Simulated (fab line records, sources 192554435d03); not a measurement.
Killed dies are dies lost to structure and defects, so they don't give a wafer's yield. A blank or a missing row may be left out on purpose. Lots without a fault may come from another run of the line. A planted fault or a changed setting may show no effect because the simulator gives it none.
Chamber matching | flow n5_finfet | N5_BEOL_M12_VIA_ETCH_16 on rie_diel-01: 4 sister chambers
The step etches SiOC in C4F8/O2/Ar, target depth 724.8 nm. 4 wafers are shown with their chamber, then 12 later ones without.

WAFERS WITH THEIR CHAMBER
wafer  | chamber | throttle_valve_pct (%)
L089.6 | 1       | 24.15
L088.1 | 0       | 24.23
L088.3 | 3       | 24.53
L088.4 | 2       | 23.85

WAFERS WITHOUT THEIR CHAMBER
wafer  | throttle_valve_pct (%)
L090.1 | 24.16
L090.2 | 23.84
L090.4 | 24.23
L091.4 | 24.52
L091.5 | 24.52
L091.6 | 23.89
L094.1 | 24.18
L094.3 | 24.25
L094.5 | 24.55
L096.3 | 24.16
L096.5 | 24.54
L096.6 | 24.25

WHICH CHAMBER EACH WENT THROUGH
wafer  | from the rows above     | in truth
L090.1 | 1                       | 1
L090.2 | 2                       | 2
L090.4 | 0                       | 0
L091.4 | 3                       | 3
L091.5 | 3                       | 3
L091.6 | 2                       | 2
L094.1 | can't be placed: 1 or 0 | 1
L094.3 | 0                       | 0
L094.5 | 3                       | 3
L096.3 | 1                       | 1
L096.5 | 3                       | 3
L096.6 | 0                       | 0
Placed correctly: 11 of 12. Can't be placed from these rows: 1 (the true chamber is among the candidates in 1). Placed wrongly: 0.
How it was worked out, from the rows above alone: a wafer's distance from a chamber is the root of the sum, over the readings, of the square of ((its reading less the chamber's mean) divided by the reading's scatter). The wafer belongs to the nearest chamber; if the next one is less than 2 further off, it can't be placed. A chamber's mean is the mean of its shown wafers. The scatter: with one shown wafer a chamber, the root of the mean of the squares of how far each hidden wafer lies from its nearest shown one.
